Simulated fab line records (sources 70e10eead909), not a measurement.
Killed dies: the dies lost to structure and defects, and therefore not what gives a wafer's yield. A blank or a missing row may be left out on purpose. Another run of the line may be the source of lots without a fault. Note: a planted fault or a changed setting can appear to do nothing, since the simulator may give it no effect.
fab line records ; flow nandHarc
record lots=6; wafers=18; lastDay=24
route steps=1159 shown A_CONTACT@910 END@1159
lots that met no fault: from a run of the same line without faults
startH: the number of hours between the record's first day and the start of the first shown wafer of the lot ; waitH: hours from the lot's prior step to this one ; " as in the row above ; L1.1+2: one row covering several wafers at once ; - no value present, or no start provided ; * or withheld: withheld ; < > ~ a bound
route shown NAME@n: a module of which the file shows steps, and the number in the route of the first ; usual: average and standard deviation across the fault-free wafers ; same: alike in all rows ; chamber/n: place in a boat ; sites: each site's reading ; _std_site: the standard deviation of these ; _edge_site: outer sites' mean less inner sites' ; radiusMm: how far each site lies from the wafer's centre ; mask NAME#n: copy n ; behind: the most recent tool/chamber to have shaped the wafer ; hold: what put the lot on hold/how long, in hours/how the hold closed ; device: transistor that didn't switch, given as n, p or np ; end of line: the tests these same wafers got at the end of their route ; step lacking rows: just its recipe ; killed: dies lost to structure and defects at the first sort, not the wafer's yield ; map: the dies of a wafer, with x for killed, . for not killed, _ for no die there
set.NAME: the run value of the setting; set.NAME@STEP: its run value at that earlier step ; model.NAME: the simulator's own value behind a step, which no gauge read
lots seen at some steps along the route; tables by step, rows by wafer
services: when a tool's chamber went out of use (startH, in hours from the record's first day, below 0 if earlier), for how many hours, and the reason
## steps
# step NHARC_A_CONTACT_ETCH_130
# recipe sourceW=withheld; pressureMtorr=20; biasV=1200; timeS=155; targetDepthA=9560; arFlowSccm=withheld; c4f8FlowSccm=withheld; o2FlowSccm=withheld; chemistry=C4F8/O2/Ar
# step NHARC_A_CONTACT_ETCH_131
# recipe sourceW=withheld; pressureMtorr=20; biasV=1200; timeS=155; targetDepthA=9560; arFlowSccm=withheld; c4f8FlowSccm=withheld; o2FlowSccm=withheld; chemistry=C4F8/O2/Ar
# step NHARC_A_CONTACT_ETCH_132
# recipe sourceW=withheld; pressureMtorr=20; biasV=1200; timeS=156; targetDepthA=9580; arFlowSccm=withheld; c4f8FlowSccm=withheld; o2FlowSccm=withheld; chemistry=C4F8/O2/Ar
lot.wafer;tool;chamber;startH;waitH;rfHoursCounterH
L238.3;harCapEtch-01;1;384.37;0.1;-
L238.6;harCapEtch-01;1;384.37;0.1;-
L238.5;harCapEtch-01;0;384.37;0.1;-
L243.1;harCapEtch-01;0;430.53;0.1;65
L243.2;harCapEtch-01;1;430.53;0.1;65
L243.5;harCapEtch-01;1;430.53;0.1;-
L242.3;harCapEtch-02;0;441.10;0.1;-
L242.5;harCapEtch-02;0;441.10;0.1;-
L242.6;harCapEtch-02;1;441.10;0.1;-
L248.1;harCapEtch-01;0;453.48;0.1;71
L248.4;harCapEtch-01;1;453.48;0.1;-
L248.6;harCapEtch-01;1;453.48;0.1;-
L252.1;harCapEtch-01;1;465.53;0.1;74
L252.2;harCapEtch-01;0;465.53;0.1;74
L252.6;harCapEtch-01;1;465.53;0.1;-
L249.1;harCapEtch-02;1;471.93;0.1;29
L249.2;harCapEtch-02;0;471.93;0.1;29
L249.6;harCapEtch-02;1;471.93;0.1;-
# step NHARC_A_CONTACT_ETCH_133
# recipe sourceW=withheld; pressureMtorr=20; biasV=400; timeS=195; targetDepthA=8400; arFlowSccm=withheld; c4f8FlowSccm=11.5; o2FlowSccm=7.2; chemistry=C4F8/O2/Ar
# step NHARC_A_CONTACT_ETCH_91
# recipe targetDepthA=400; overEtchFrac=0.5; timeS=85.7; ionEnergyEv=120; ch3fFlowSccm=50; o2FlowSccm=30; arFlowSccm=200; rfW=500; biasW=100; chemistry=CH3F/O2
# step NHARC_A_CONTACT_ETCH_97
# recipe targetDepthA=200; overEtchFrac=0.5; timeS=10; ionEnergyEv=250; c4f6FlowSccm=25; o2FlowSccm=20; arFlowSccm=500; rfW=600; biasW=500; chemistry=C4F6/O2
# step NHARC_A_CONTACT_CD_MEAS_80
# usual cdNm=189.6/0.98
lot.wafer;tool;chamber;startH;waitH;cdNm
L238.3;cdSem-02;-;385.25;-;189.4
L238.5;cdSem-02;-;385.25;-;190.1
L238.6;cdSem-02;-;385.25;-;189.6
L243.1;cdSem-01;-;431.45;-;189.5
L243.2;cdSem-01;-;431.45;-;189.5
L243.5;cdSem-01;-;431.45;-;189.9
L242.3;cdSem-02;-;442.02;-;188.8
L242.5;cdSem-02;-;442.02;-;189.0
L242.6;cdSem-02;-;442.02;-;189.0
L248.1;cdSem-03;-;454.41;-;189.8
L248.4;cdSem-03;-;454.41;-;190.6
L248.6;cdSem-03;-;454.41;-;189.8
L252.1;cdSem-01;-;466.49;-;191.0
L252.2;cdSem-01;-;466.49;-;190.3
L252.6;cdSem-01;-;466.49;-;190.7
L249.1;cdSem-02;-;472.86;-;189.6
L249.2;cdSem-02;-;472.86;-;190.4
L249.6;cdSem-02;-;472.86;-;189.7
# step NHARC_A_CONTACT_STRIP_103
# recipe n2FlowSccm=150; h2FlowSccm=150; arFlowSccm=0; biasW=0; chemistry=N2/H2
# step NHARC_A_CONTACT_STRIP_104
# recipe cf4FlowSccm=100; chf3FlowSccm=30; arFlowSccm=0; biasW=0; chemistry=CF4/CHF3
# step NHARC_A_CONTACT_STRIP_105
# recipe o2FlowSccm=400; cosFlowSccm=20; arFlowSccm=0; biasW=0; chemistry=O2/COS
# step NHARC_A_CONTACT_ETCH_106
# recipe targetDepthA=600; overetchA=60; timeS=33; ionEnergyEv=100; cf4FlowSccm=80; o2FlowSccm=20; arFlowSccm=0; rfW=300; biasW=100; chemistry=CF4/O2
# step NHARC_A_CONTACT_STRIP_82
# recipe o2FlowSccm=500; arFlowSccm=0; biasW=0; chemistry=O2
# usual drypumpMotorCurrentA=5.7/0.52; oesProductAu=0.998/0.012; rfVppV=57.8/0.9; showerheadPlenumPTorr=3.55/0.13; throttleValvePct=17.035/0.0095
lot.wafer;tool;chamber;startH;waitH;drypumpMotorCurrentA;oesProductAu;rfHoursCounterH;rfVppV;showerheadPlenumPTorr;throttleValvePct
L238.3;rieDiel-06;0;-;-;4.9;1.011;30;57.6;3.37;17.038
L238.6;rieDiel-06;0;-;-;4.9;1.004;-;57.1;3.37;17.030
L238.5;rieDiel-06;1;-;-;6.1;1.007;-;56.8;3.59;17.030
L243.1;rieDiel-06;3;-;-;6.4;1.029;0;57.1;3.39;17.041
L243.2;rieDiel-06;0;-;-;4.9;0.997;0;57.2;3.37;17.038
L243.5;rieDiel-06;3;-;-;6.4;1.019;-;56.4;3.39;17.039
L242.3;rieDiel-09;3;-;-;4.8;0.995;1;58.7;3.54;17.049
L242.6;rieDiel-09;2;-;-;5.7;0.975;-;58.1;3.56;17.027
L242.5;rieDiel-09;3;-;-;4.7;0.981;-;56.9;3.54;17.023
L248.4;rieDiel-06;3;-;-;6.4;1.023;8;57.0;3.39;17.041
L248.1;rieDiel-06;2;-;-;5.7;1.017;8;57.0;3.70;17.054
L248.6;rieDiel-06;3;-;-;6.3;1.025;-;58.6;3.39;17.038
L252.1;rieDiel-09;3;-;-;4.8;0.997;12;58.1;3.53;17.039
L252.2;rieDiel-09;2;-;-;5.8;0.976;12;56.5;3.56;17.035
L252.6;rieDiel-09;3;-;-;4.8;0.992;-;57.4;3.54;17.032
L249.1;rieDiel-06;3;-;-;6.3;1.021;12;57.9;3.39;17.022
L249.2;rieDiel-06;1;-;-;6.0;1.000;12;57.2;3.58;17.046
L249.6;rieDiel-06;0;-;-;4.9;0.995;-;57.1;3.36;17.045
# step NHARC_A_CONTACT_STRIP_83
# recipe timeS=600; tempC=30; chemistry=postEtchResidueRemover
lot.wafer;tool;chamber;startH;waitH
L238.5+6+3;wetBench-02;6,7,1;385.98;-
L243.2+5+1;wetBench-06;6,7,1;432.14;-
L242.5+6+3;wetBench-07;3,4,6;443.05;-
L248.6+4+1;wetBench-06;0,2,3;455.22;-
L252.6+1+2;wetBench-07;6,1,2;467.24;-
L249.6+1+2;wetBench-06;5,6,0;473.55;-
# step NHARC_A_CONTACT_DEP_84
# recipe targetThkA=20000; tempC=400; material=aC
# step NHARC_A_CONTACT_DEP_85
# recipe targetThkA=500; targetThkNm=50; tempC=400; pressureTorr=3.5; flowSccm=200; rfW=350; material=SiON
# step NHARC_A_CONTACT_DEHYDRATE_00
# recipe tempC=150; timeS=120
# step NHARC_A_CONTACT_HMDS_01
# recipe timeS=30
# step NHARC_A_CONTACT_COAT_86
# recipe tempC=260; timeS=75
# step NHARC_A_CONTACT_COAT_87
# recipe tempC=225; timeS=65
# step NHARC_A_CONTACT_COAT_02
# recipe spinRpm=1500; resistThkNm=90
# step NHARC_A_CONTACT_SOFTBAKE_03
# recipe tempC=105; timeS=55
# step NHARC_A_CONTACT_EBR_04
# step NHARC_A_CONTACT_EXPOSE_05
# recipe na=1.35; sigmaOuter=0.8; doseMj=84.24; maskId=A_CC
# step NHARC_A_CONTACT_PEB_06
# recipe pebTempC=100; pebTimeS=65
# step NHARC_A_CONTACT_DEVELOP_07
# recipe developTimeS=35; devTempC=23
# step NHARC_A_CONTACT_CD_MEAS_08
# recipe targetCdNm=100; landingEnergyEv=500
# usual cdNm=99.8/0.55
# same landingEnergyEv=500
lot.wafer;tool;chamber;startH;waitH;cdNm
L238.3;cdSem-01;0;388.70;-;99.8
L238.5;cdSem-01;0;388.70;-;100.3
L238.6;cdSem-01;0;388.70;-;100.2
L243.1;cdSem-01;0;435.44;-;100.6
L243.2;cdSem-01;0;435.44;-;99.2
L243.5;cdSem-01;0;435.44;-;99.5
L242.3;cdSem-01;0;446.12;-;100.1
L242.5;cdSem-01;0;446.12;-;100.1
L242.6;cdSem-01;0;446.12;-;100.6
L248.1;cdSem-02;0;457.48;-;99.4
L248.4;cdSem-02;0;457.48;-;99.9
L248.6;cdSem-02;0;457.48;-;99.4
L252.1;cdSem-01;0;470.20;-;100.1
L252.2;cdSem-01;0;470.20;-;100.0
L252.6;cdSem-01;0;470.20;-;99.7
L249.1;cdSem-03;0;475.81;-;99.8
L249.2;cdSem-03;0;475.81;-;99.4
L249.6;cdSem-03;0;475.81;-;99.8
# step NHARC_A_CONTACT_OVL_MEAS_09
# usual overlayXNm=0.1/0.83; overlayYNm=-0.2/0.92
lot.wafer;tool;chamber;startH;waitH;overlayXNm;overlayYNm
L238.3;overlay-01;-;388.78;-;1.5;-0.7
L238.5;overlay-01;-;388.78;-;1.9;-1.2
L238.6;overlay-01;-;388.78;-;1.8;-1.2
L243.1;overlay-02;-;435.53;-;-0.7;0.2
L243.2;overlay-02;-;435.53;-;-0.3;-0.6
L243.5;overlay-02;-;435.53;-;-0.8;-0.3
L242.3;overlay-02;-;446.21;-;0.6;-0.7
L242.5;overlay-02;-;446.21;-;0.8;-1.1
L242.6;overlay-02;-;446.21;-;0.8;-0.9
L248.1;overlay-01;-;457.56;-;-0.8;-2.5
L248.4;overlay-01;-;457.56;-;-1.5;-2.8
L248.6;overlay-01;-;457.56;-;-1.1;-1.9
L252.1;overlay-01;-;470.29;-;-1.3;-0.9
L252.2;overlay-01;-;470.29;-;-1.1;-1.0
L252.6;overlay-01;-;470.29;-;-1.3;-0.8
L249.1;overlay-02;-;475.89;-;-0.5;0.2
L249.2;overlay-02;-;475.89;-;-0.3;0.2
L249.6;overlay-02;-;475.89;-;-0.4;0.2
# step NHARC_A_CONTACT_DESCUM_13
# recipe timeS=3; o2FlowSccm=200; arFlowSccm=0; biasPowerW=0; chemistry=O2
# step NHARC_A_CONTACT_ETCH_88
# recipe targetDepthA=390; overEtchFrac=0.3; timeS=65; ionEnergyEv=80; cf4FlowSccm=150; arFlowSccm=0; rfW=300; biasW=100; chemistry=CF4
# step NHARC_A_CONTACT_ETCH_89
# recipe targetDepthA=2600; overEtchFrac=0.3; timeS=475.3; ionEnergyEv=200; n2FlowSccm=150; h2FlowSccm=150; arFlowSccm=0; rfW=400; biasW=150; chemistry=N2/H2
# step NHARC_A_CONTACT_ETCH_30
# recipe targetDepthA=605; timeS=30.2; cf4FlowSccm=100; chf3FlowSccm=30; arFlowSccm=0; rfW=500; biasW=200; chemistry=CF4/CHF3
# step NHARC_A_CONTACT_ETCH_31
# recipe targetDepthA=20000; overEtchFrac=0.3; timeS=520; ionEnergyEv=150; o2FlowSccm=400; cosFlowSccm=20; arFlowSccm=0; rfW=500; biasW=300; chemistry=O2/COS
# step NHARC_A_CONTACT_ETCH_134
# recipe sourceW=withheld; pressureMtorr=20; biasV=withheld; timeS=140; targetDepthA=7000; arFlowSccm=withheld; c4f8FlowSccm=withheld; o2FlowSccm=withheld; chemistry=C4F8/O2/Ar
lot.wafer;tool;chamber;startH;waitH;rfHoursCounterH
L238.3;harCapEtch-02;1;390.34;-;-
L238.5;harCapEtch-02;0;390.34;-;-
L238.6;harCapEtch-02;1;390.34;-;-
L243.1;harCapEtch-03;0;436.96;-;90
L243.2;harCapEtch-03;1;436.96;-;90
L243.5;harCapEtch-03;0;436.96;-;-
L242.3;harCapEtch-01;1;447.71;-;-
L242.6;harCapEtch-01;0;447.71;-;-
L242.5;harCapEtch-01;1;447.71;-;-
L248.1;harCapEtch-02;1;458.72;-;26
L248.4;harCapEtch-02;0;458.72;-;-
L248.6;harCapEtch-02;1;458.72;-;-
L252.2;harCapEtch-03;0;471.62;-;100
L252.1;harCapEtch-03;1;471.62;-;100
L252.6;harCapEtch-03;1;471.62;-;-
L249.2;harCapEtch-01;1;477.04;-;77
L249.1;harCapEtch-01;0;477.04;-;77
L249.6;harCapEtch-01;0;477.04;-;-
# step NHARC_A_CONTACT_ETCH_135
# recipe sourceW=withheld; pressureMtorr=20; biasV=3000; timeS=132; targetDepthA=12870; arFlowSccm=withheld; c4f8FlowSccm=withheld; o2FlowSccm=withheld; chemistry=C4F8/O2/Ar
# step NHARC_A_CONTACT_ETCH_136
# recipe sourceW=withheld; pressureMtorr=20; biasV=3000; timeS=132; targetDepthA=12870; arFlowSccm=withheld; c4f8FlowSccm=withheld; o2FlowSccm=withheld; chemistry=C4F8/O2/Ar
# step NHARC_A_CONTACT_ETCH_137
# recipe sourceW=withheld; pressureMtorr=20; biasV=3000; timeS=132; targetDepthA=12870; arFlowSccm=withheld; c4f8FlowSccm=withheld; o2FlowSccm=withheld; chemistry=C4F8/O2/Ar
# step NHARC_A_CONTACT_ETCH_138
# recipe sourceW=withheld; pressureMtorr=20; biasV=3000; timeS=132; targetDepthA=12890; arFlowSccm=withheld; c4f8FlowSccm=withheld; o2FlowSccm=withheld; chemistry=C4F8/O2/Ar
# step NHARC_A_CONTACT_ETCH_139
# recipe sourceW=withheld; pressureMtorr=20; biasV=400; timeS=137; targetDepthA=5900; arFlowSccm=withheld; c4f8FlowSccm=11.5; o2FlowSccm=7.2; chemistry=C4F8/O2/Ar
lot.wafer;tool;chamber;startH;waitH;rfHoursCounterH
L238.3;harCapEtch-02;1;391.04;0.2;-
L238.5;harCapEtch-02;0;391.04;0.2;-
L238.6;harCapEtch-02;1;391.04;0.2;-
L243.1;harCapEtch-03;0;437.65;0.1;90
L243.2;harCapEtch-03;1;437.65;0.1;90
L243.5;harCapEtch-03;0;437.65;0.1;-
L242.3;harCapEtch-01;1;448.41;0.2;-
L242.6;harCapEtch-01;0;448.41;0.2;-
L242.5;harCapEtch-01;1;448.41;0.2;-
L248.1;harCapEtch-02;1;459.42;0.1;27
L248.4;harCapEtch-02;0;459.42;0.1;-
L248.6;harCapEtch-02;1;459.42;0.1;-
L252.2;harCapEtch-03;0;472.31;0.1;100
L252.1;harCapEtch-03;1;472.31;0.1;100
L252.6;harCapEtch-03;1;472.31;0.1;-
L249.2;harCapEtch-01;1;477.73;0.1;77
L249.1;harCapEtch-01;0;477.73;0.1;77
L249.6;harCapEtch-01;0;477.73;0.1;-
# step NHARC_A_CONTACT_ETCH_92
# recipe targetDepthA=400; overEtchFrac=0.5; timeS=85.7; ionEnergyEv=120; ch3fFlowSccm=50; o2FlowSccm=30; arFlowSccm=200; rfW=500; biasW=100; chemistry=CH3F/O2
# step NHARC_A_CONTACT_ETCH_98
# recipe targetDepthA=200; overEtchFrac=0.5; timeS=10; ionEnergyEv=250; c4f6FlowSccm=25; o2FlowSccm=20; arFlowSccm=500; rfW=600; biasW=500; chemistry=C4F6/O2
# usual drypumpMotorCurrentA=5.7/0.51; oesProductAu=0.961/0.022; rfVppV=547.1/2.8; showerheadPlenumPTorr=3.93/0.14; throttleValvePct=26.904/0.0092
lot.wafer;tool;chamber;startH;waitH;drypumpMotorCurrentA;oesProductAu;rfHoursCounterH;rfVppV;showerheadPlenumPTorr;throttleValvePct
L238.3;rieDiel-06;0;-;-;4.9;0.975;31;545.0;3.75;26.900
L238.5;rieDiel-06;0;-;-;4.9;0.982;-;542.5;3.75;26.911
L238.6;rieDiel-06;1;-;-;6.0;0.979;-;548.6;3.98;26.914
L243.2;rieDiel-06;2;438.39;0.1;5.8;0.974;3;551.7;4.11;26.907
L243.1;rieDiel-06;3;438.39;0.1;6.4;0.976;3;544.2;3.78;26.921
L243.5;rieDiel-06;3;438.39;0.1;6.4;0.976;-;544.3;3.78;26.899
L242.3;rieDiel-13;2;-;-;6.0;0.943;66;548.0;4.00;26.895
L242.6;rieDiel-13;2;-;-;6.0;0.955;-;550.5;4.00;26.887
L242.5;rieDiel-13;3;-;-;5.0;0.958;-;549.0;4.04;26.896
L248.1;rieDiel-06;0;-;-;4.9;0.956;3;543.0;3.75;26.916
L248.4;rieDiel-06;3;-;-;6.3;0.972;9;542.6;3.77;26.899
L248.6;rieDiel-06;1;-;-;6.0;0.974;-;548.0;3.98;26.892
L252.1;rieDiel-09;2;-;-;5.8;0.937;14;548.6;3.95;26.918
L252.2;rieDiel-09;3;-;-;4.8;0.957;15;547.4;3.93;26.923
L252.6;rieDiel-09;2;-;-;5.7;0.927;-;546.4;3.96;26.895
L249.1;rieDiel-09;1;-;-;5.8;0.935;16;548.9;3.99;26.914
L249.2;rieDiel-09;2;-;-;5.8;0.925;16;547.2;3.95;26.895
L249.6;rieDiel-09;3;-;-;4.8;0.935;-;548.0;3.93;26.902
# step NHARC_A_CONTACT_CD_MEAS_15
# usual cdNm=90.0/0.5
lot.wafer;tool;chamber;startH;waitH;cdNm
L238.3;cdSem-03;-;391.76;-;89.7
L238.5;cdSem-03;-;391.76;-;90.2
L238.6;cdSem-03;-;391.76;-;89.2
L243.1;cdSem-03;-;438.47;-;89.7
L243.2;cdSem-03;-;438.47;-;90.7
L243.5;cdSem-03;-;438.47;-;90.1
L242.3;cdSem-03;-;448.96;-;90.3
L242.5;cdSem-03;-;448.96;-;90.8
L242.6;cdSem-03;-;448.96;-;90.1
L248.1;cdSem-03;-;460.06;-;90.2
L248.4;cdSem-03;-;460.06;-;90.3
L248.6;cdSem-03;-;460.06;-;90.3
L252.1;cdSem-02;-;472.92;-;89.5
L252.2;cdSem-02;-;472.92;-;89.6
L252.6;cdSem-02;-;472.92;-;90.2
L249.1;cdSem-01;-;478.36;-;90.7
L249.2;cdSem-01;-;478.36;-;89.7
L249.6;cdSem-01;-;478.36;-;90.1
# step NHARC_END_SORT_01
# recipe tempC=25
# usual killedAtArray=28/9.1; killedAtOther=0.6/0.87; killedAtPeriphery=3.4/2.7; killedDies=32/9; killedOpen=3.2/1.9; killedShort=2.0/1.3
# same grossDies=677
lot.wafer;tool;chamber;startH;waitH;killedAtArray;killedAtOther;killedAtPeriphery;killedDies;killedOpen;killedShort
L238.3;prober-02;0;441.33;3.1;17;0;3;20;1;3
L238.5;prober-02;0;442.92;3.7;28;0;4;32;4;4
L238.6;prober-02;0;443.71;4.0;25;0;10;35;3;3
L243.1;prober-02;0;486.19;2.5;17;1;3;21;1;3
L243.2;prober-02;0;486.98;2.8;17;0;4;21;1;2
L243.5;prober-02;0;489.35;3.7;20;0;2;22;4;2
L242.3;prober-02;0;511.48;3.1;38;0;7;45;5;1
L242.5;prober-02;0;513.08;3.7;36;1;3;40;7;1
L242.6;prober-02;0;513.88;4.0;26;1;4;31;0;1
L248.1;prober-02;0;525.51;2.5;107;0;1;108;3;2
L248.4;prober-02;0;527.92;3.4;93;0;2;95;4;2
L248.6;prober-02;0;529.53;4.0;103;1;2;106;5;1
L252.1;prober-02;0;548.97;2.5;36;0;2;38;4;1
L252.2;prober-02;0;549.77;2.8;47;1;1;49;3;3
L252.6;prober-02;0;552.98;4.0;39;1;1;41;2;3
L249.1;prober-02;0;572.40;2.5;108;2;5;115;3;0
L249.2;prober-02;0;573.19;2.8;108;0;3;111;2;1
L249.6;prober-02;0;576.36;4.0;111;1;2;114;2;3
# killed by level:class
L238.3 A_SLIT:chamberFilmFlake=5 A_CHANNEL_HOLE_D1:chamberFilmFlake=4 A_STAIRCASE:chamberFilmFlake=2 A_WL_FILL:chamberFilmFlake=2 A_ONON_D1:geometricParticle:open=1 A_CHANNEL_HOLE_D1:geometricParticle:short=1 A_SGD_CUT:geometricParticle:short=1 A_WL_FILL:geometricParticle:short=1
L238.5 A_SLIT:chamberFilmFlake=9 A_CHANNEL_HOLE_D1:chamberFilmFlake=4 A_STAIRCASE:chamberFilmFlake=4 P_M1:chamberFilmFlake=3 A_ONON_D1:geometricParticle:short=1 A_ONON_D1:geometricParticle:open=1 A_CHANNEL_FILL_D1:geometricParticle:short=1 A_CHANNEL_FILL_D1:geometricParticle:open=1
L238.6 A_SLIT:chamberFilmFlake=13 P_M1:chamberFilmFlake=4 A_WL_FILL:chamberFilmFlake=4 P_STI:chamberFilmFlake=2 A_M0:chamberFilmFlake=2 P_CONTACT:geometricParticle:open=1 P_M0:geometricParticle:open=1 P_M1:geometricParticle:open=1
L243.1 A_STAIRCASE:chamberFilmFlake=5 A_CONTACT:chamberFilmFlake=5 P_M0:chamberFilmFlake=2 A_CHANNEL_HOLE_D1:chamberFilmFlake=2 A_ONON_D1:geometricParticle:short=1 A_CHANNEL_FILL_D1:geometricParticle:short=1 A_SGD_CUT:geometricParticle:short=1 A_CONTACT:geometricParticle:open=1
L243.2 A_CHANNEL_HOLE_D1:chamberFilmFlake=6 A_STAIRCASE:chamberFilmFlake=4 A_CONTACT:chamberFilmFlake=4 P_M0:chamberFilmFlake=2 P_GATE:geometricParticle:open=1 A_SOURCE_PLATE:geometricParticle:short=1 A_CONTACT:geometricParticle:short=1 P_ZERO_WELL:chamberFilmFlake=1
L243.5 A_CONTACT:chamberFilmFlake=9 A_CHANNEL_HOLE_D1:chamberFilmFlake=4 A_STAIRCASE:chamberFilmFlake=3 P_CONTACT:geometricParticle:open=2 A_SGD_CUT:geometricParticle:open=1 A_SGD_CUT:geometricParticle:short=1 A_SLIT:geometricParticle:short=1 A_CONTACT:geometricParticle:open=1
L242.3 A_SLIT:chamberFilmFlake=16 A_CHANNEL_HOLE_D1:chamberFilmFlake=9 A_STAIRCASE:chamberFilmFlake=6 A_CONTACT:chamberFilmFlake=5 P_M0:geometricParticle:open=2 P_ZERO_WELL:chamberFilmFlake=2 P_M0:geometricParticle:short=1 P_M1:geometricParticle:open=1
L242.5 A_SLIT:chamberFilmFlake=18 A_CHANNEL_HOLE_D1:chamberFilmFlake=9 A_CONTACT:chamberFilmFlake=3 P_CONTACT:geometricParticle:open=2 A_ONON_D1:geometricParticle:open=2 A_CONTACT:geometricParticle:open=2 A_CHANNEL_FILL_D1:geometricParticle:open=1 P_ZERO_WELL:chamberFilmFlake=1
L242.6 A_SLIT:chamberFilmFlake=15 A_CONTACT:chamberFilmFlake=5 A_CHANNEL_HOLE_D1:chamberFilmFlake=4 P_GATE:chamberFilmFlake=2 A_CONTACT:geometricParticle:short=1 P_ZERO_WELL:chamberFilmFlake=1 P_BONDPAD:chamberFilmFlake=1 A_WL_FILL:chamberFilmFlake=1
L248.1 A_CONTACT:unspecified=82 A_SLIT:chamberFilmFlake=10 A_CHANNEL_HOLE_D1:chamberFilmFlake=5 A_STAIRCASE:chamberFilmFlake=5 P_GATE:geometricParticle:open=1 A_CHANNEL_FILL_D1:geometricParticle:short=1 A_CHANNEL_FILL_D1:geometricParticle:open=1 A_STAIRCASE:geometricParticle:short=1
L248.4 A_CONTACT:unspecified=60 A_SLIT:chamberFilmFlake=22 A_CHANNEL_HOLE_D1:chamberFilmFlake=3 P_M0:geometricParticle:open=1 A_ONON_D1:geometricParticle:open=1 A_WL_FILL:geometricParticle:short=1 A_BLC:geometricParticle:open=1 A_M0:geometricParticle:open=1
L248.6 A_CONTACT:unspecified=77 A_SLIT:chamberFilmFlake=13 A_CHANNEL_HOLE_D1:chamberFilmFlake=5 A_CONTACT:geometricParticle:open=3 P_M0:geometricParticle:open=1 A_ONON_D1:geometricParticle:short=1 A_M1:geometricParticle:open=1 P_STI:chamberFilmFlake=1
L252.1 A_SLIT:chamberFilmFlake=15 A_CHANNEL_HOLE_D1:chamberFilmFlake=5 A_CONTACT:chamberFilmFlake=4 A_M1:chamberFilmFlake=4 A_CONTACT:geometricParticle:open=3 A_WL_FILL:chamberFilmFlake=2 P_GATE:geometricParticle:open=1 A_WL_FILL:geometricParticle:short=1
L252.2 A_SLIT:chamberFilmFlake=15 A_CHANNEL_HOLE_D1:chamberFilmFlake=11 A_CONTACT:chamberFilmFlake=9 A_STAIRCASE:chamberFilmFlake=4 A_ONON_D1:geometricParticle:open=2 A_M1:chamberFilmFlake=2 A_SOURCE_PLATE:geometricParticle:short=1 A_ONON_D1:geometricParticle:short=1
L252.6 A_CHANNEL_HOLE_D1:chamberFilmFlake=12 A_SLIT:chamberFilmFlake=11 A_CONTACT:chamberFilmFlake=7 A_M1:chamberFilmFlake=4 A_WL_FILL:geometricParticle:short=2 A_ONON_D1:geometricParticle:short=1 A_BLC:geometricParticle:open=1 P_ZERO_WELL:chamberFilmFlake=1
L249.1 A_CONTACT:unspecified=73 A_SLIT:chamberFilmFlake=17 A_CHANNEL_HOLE_D1:chamberFilmFlake=8 P_M0:chamberFilmFlake=3 A_BONDPAD:chamberFilmFlake=3 A_STAIRCASE:chamberFilmFlake=2 A_CONTACT:chamberFilmFlake=2 THIN_TSV:chamberFilmFlake=2
L249.2 A_CONTACT:unspecified=82 A_SLIT:chamberFilmFlake=13 A_BONDPAD:chamberFilmFlake=5 P_M0:chamberFilmFlake=3 A_CHANNEL_HOLE_D1:chamberFilmFlake=3 A_SOURCE_PLATE:geometricParticle:open=1 A_CHANNEL_HOLE_D1:geometricParticle:short=1 A_SGD_CUT:geometricParticle:open=1
L249.6 A_CONTACT:unspecified=74 A_SLIT:chamberFilmFlake=14 A_CHANNEL_HOLE_D1:chamberFilmFlake=6 A_STAIRCASE:chamberFilmFlake=5 A_BONDPAD:chamberFilmFlake=5 P_M0:chamberFilmFlake=2 A_SOURCE_PLATE:geometricParticle:short=1 A_CHANNEL_HOLE_D1:geometricParticle:short=1
# map L248.1 (x killed, . not)
____________.____________
_________......._________
_______..........._______
______.............______
_____..............._____
____.................____
____.................____
___...x...............___
___.............x.....___
__..................x..__
__..x.x...............x__
_.....x.............xx.x_
_......................._
_....x................xx_
_...........x.........xx_
_....x....xx...x......x._
........xxx..x...........
.........xx.xxx..........
..........xxxxxx.......x.
.........xxxxxx.x........
........xxxxxxxx.........
_......xxxxxxxx........._
_.......xxxxxxx.x......._
_......xxxxxxxxx........_
_.......xxxxxxxx........_
_......xxxxxxxxx........_
__.....x..xxxxxx.......__
__.........xxx.x.x.....__
___...................___
___.x.................___
____...........x.....____
____.................____
_____..............._____
______.............______
_______..........._______
_________......._________
____________.____________
# map L249.1 (x killed, . not)
____________.____________
_________xxxxx.._________
_______xxxxxxx...._______
______xxxxxxxx.....______
_____xxxxxxxxx.x...._____
____.xxxxxxxxxx......____
____.x.xxxxxxx.......____
___.x.xxxxxxx.x.......___
___....xxxxxx.........___
__x....xxxxx.x......x..__
__..xxx.xx.x...........__
_..x.......x............_
_.x.................xxxx_
_................x...xxx_
_..x...x...........x..xx_
_..........xxx.........x_
...................x..xxx
..............x........x.
.............xx.x...x..xx
................x...x....
.........................
_..x...................._
_......................._
_...............x......._
_......................._
_......................._
__.....................__
__.....................__
___.....x.............___
___...................___
____.................____
____.................____
_____............x.._____
______.............______
_______..........._______
_________......._________
____________.____________
## services
tool;chamber;startH;hours;kind
rieDiel-09;2;366.19;2.7;repair
rieDiel-06;0;372.83;-;clean
rieDiel-06;1;372.83;-;clean
rieDiel-06;2;372.83;-;clean
rieDiel-06;3;372.83;-;clean
rieDiel-06;0;397.33;-;clean
rieDiel-06;1;397.33;-;clean
rieDiel-06;2;397.33;-;clean
rieDiel-06;3;397.33;-;clean
rieDiel-06;-;418.23;9.0;pm
rieDiel-06;0;418.23;9.0;ventCycle
rieDiel-06;1;418.23;9.0;ventCycle
rieDiel-06;2;418.23;9.0;ventCycle
rieDiel-06;3;418.23;11.9;ventCycle
rieDiel-06;0;427.23;-;clean
rieDiel-06;1;427.23;-;clean
rieDiel-06;2;427.23;-;clean
rieDiel-09;-;431.95;9.0;pm
rieDiel-06;0;432.23;13.8;repair
harCapEtch-01;-;437.29;0.6;repair
rieDiel-13;0;441.82;5.4;repair
wetBench-07;-;448.00;8.0;pm
rieDiel-06;0;451.74;-;clean
rieDiel-13;-;453.17;9.0;pm
## key
firstSign step=NHARC_END_SORT_01; reading=killedAtArray; direction=up; sigmas=8.5; usual=28; struck=105
effect step=NHARC_END_SORT_01; reading=killedDies; direction=up; sigmas=8.5; usual=32; struck=108
moreKillsBornAt NHARC_A_CONTACT_STRIP_83@wetBench-06=448
metAt NHARC_A_CONTACT_STRIP_83
struckWafers L248.1,L248.4,L248.6,L249.1,L249.2,L249.6
testerLeftOut L248,L249
onsetBetween 432.14 455.22
alsoFits NHARC_A_CONTACT_STRIP_82:rieDiel-06
fault kind=chamberParticleSource; tool=wetBench-06; chamber=-; onsetH=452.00; steps=NHARC_A_CONTACT_STRIP_83; ratePerVisitCm2=0.60363; endH=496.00
# testerLeftOut: of these lots the tester's yield and bins aren't shown, on N5 and GAA mostly nor the transistor test; their killed dies are dies lost to structure and defects alone, not to doping, threshold or leakage, so they don't give the yield
